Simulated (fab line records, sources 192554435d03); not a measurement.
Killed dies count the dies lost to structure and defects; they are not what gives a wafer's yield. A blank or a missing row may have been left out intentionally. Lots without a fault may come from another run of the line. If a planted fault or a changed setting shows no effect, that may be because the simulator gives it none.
Comparing a struck lot with a sound one + flow n5 finfet + 32 out of 1938 route steps
Sound: these wafers, L896.2, L896.3, L896.5. The struck wafers were L890.1, L890.4, L890.5. Last of all comes the cause.
Per side, at each step with rows, come the tool, then ch with its chambers, and then its first start. Under that, the readings that differ: sound wafers + struck wafers + difference of the means + sigmas: that difference in standard deviations of wafers without a fault.
alike: words and numbers the same on both sides, and readings whose means are apart by under 2 such deviations; not compared: readings that were withheld, readings missing a value for some wafer, numbers with overlapping values and no deviation given by the record, and bounds like >300 which may hide the same value.
The two part at a step that has a row with sigmas, a row that says differs or no value, or rows on one side only. Numbers that don't overlap but have no deviation are shown without sigmas and don't part them. A reading that every wafer of one side lacks parts them only if that side has two wafers or more.

first, 10 steps without rows for these wafers: N5_SD_EPI_P_PRECLEAN_51 (cleans in NF3:NH3, afs cycles 1, time 20 s, sublimation time 60 s); N5_SD_EPI_P_VAPOR_ETCH_44 (etches SiGe30 in NF3/Ar, time 3.3 s); N5_SD_EPI_P_EPI_21 (deposits SiGe:B, time 355 s); N5_SD_EPI_P_HM_STRIP_48 (strips SiNx in H3PO4, material SiNx, target depth 3 nm); N5_SD_EPI_P_SRD_49 (time 30 s); N5_SD_EPI_P_PRECLEAN_24 (cleans in O3/DIW, time 45 s); N5_SD_EPI_P_PRECLEAN_32 (cleans in dHF, time 10 s); N5_SD_EPI_P_PRECLEAN_33 (cleans in SC2, time 45 s); N5_SD_EPI_P_SRD_25 (time 30 s); N5_SD_ACTIVATION_RTA_00 (time 0 s).
N5_SD_ACTIVATION_LSA_01: time 0.0008 s.
  sound on laser anneal-02 ch 0, day 9 06:49; struck on laser anneal-01 ch 0, day 7 17:48
| reading          | sound                | struck               | difference | sigmas |
|------------------|----------------------|----------------------|------------|--------|
| wafer_temp_C_max | 1084.9 1084.2 1085.2 | 1113.7 1117.2 1113.1 | +29.9      | +13    |
N5_SD_ACTIVATION_RS_MEAS_03: uses a four-point probe to measure.
  struck on film metro-02, day 7 18:00; sound on film metro-01, day 9 07:00
| reading          | sound             | struck            | difference | sigmas |
|------------------|-------------------|-------------------|------------|--------|
| RS_SD_N (ohm/sq) | 22.01 22.07 22.16 | 18.86 18.98 19.09 | -3.10      | -11    |
  alike: RS_SD_P
then, 19 steps without rows for these wafers: N5_ILD0_LINER_00 (material SiNx, target thk 4 nm, pulse time 1 s, purge time 2 s); N5_ILD0_FCVD_FILL_01 (material SiO2 flowable, target thk 200 nm, time 328.3 s); N5_ILD0_CURE_02 (time 1800 s); N5_ILD0_CMP_03 (polishes, stops on SiNx, t overpolish 1.9 s, target thk 197.38 nm); N5_ILD0_CMP_07 (polishes SiO2 flowable, stops on poly-Si, t overpolish 1.18 s, target thk 138.88 nm); N5_ILD0_PRECLEAN_10 (cleans in NF3:NH3, afs cycles 5, time 20 s, sublimation time 60 s); N5_ILD0_ALD_15 (deposits SiNx, target thk 24 nm, pulse time 1 s, ald cycles 480); N5_ILD0_CMP_12 (polishes SiNx, stops on poly-Si, t overpolish 6 s, target thk 17.67 nm); N5_SDB_HM_DEP_00 (deposits SiNx from SiH4/NH3/N2, target thk 40 nm, time 35.3 s); N5_SDB_COAT_03 (time 60 s, resist thk 100 nm); N5_SDB_COAT_04 (time 60 s, resist thk 18 nm); N5_SDB_COAT_05 (resist thk 90 nm); N5_SDB_EBR_07; N5_SDB_SOFTBAKE_06 (time 60 s); N5_SDB_EXPOSE_08 (exposes mask SDB); N5_SDB_PEB_09 (peb time 60 s); N5_SDB_DEVELOP_10 (develop time 30 s); N5_SDB_DESCUM_16 (chemistry O2, time 7.9 s); N5_SDB_ETCH_17 (etches SiARC in CF4, target depth 23.4 nm, time 39 s).
-- the record jumps here: 5 days lie between the struck wafers' starts before and after (it left off in module SDB and takes up again in module BEOL_M4, whose first step shown is number 1111 of the route) --
N5_BEOL_M4_RC_MEAS_101:
  sound on prober-02 ch 0, day 15 00:34; struck on prober-01 ch 0, day 12 15:10
| reading             | sound             | struck            | difference | sigmas |
|---------------------|-------------------|-------------------|------------|--------|
| RC_DENSE_N (ohm.um) | 18.5 18.8 18.8    | 16.6 16.5 16.5    | -2.2       | -6     |
| RC_N (ohm.um)       | 15.13 15.29 15.20 | 13.61 13.41 13.53 | -1.69      | -6     |
| REXT_N (ohm.um)     | 75.2 75.5 75.4    | 68.8 69.4 69.5    | -6.1       | -4     |
| RS_SD_N (ohm/sq)    | 28.6 28.6 28.5    | 24.9 25.1 25.2    | -3.5       | -11    |
  alike: DIBL_N, DIBL_P, IOFF_N, IOFF_P, ION_N, ION_P, SS_N, SS_P, VT_N, VT_P

WHERE THEY PART
First at N5_SD_ACTIVATION_LSA_01; last, within this record, at N5_BEOL_M4_RC_MEAS_101.

WHY: what had been put in by the simulator
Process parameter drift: laser anneal-01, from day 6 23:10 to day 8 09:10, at N5_SD_ACTIVATION_LSA_01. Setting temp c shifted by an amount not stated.
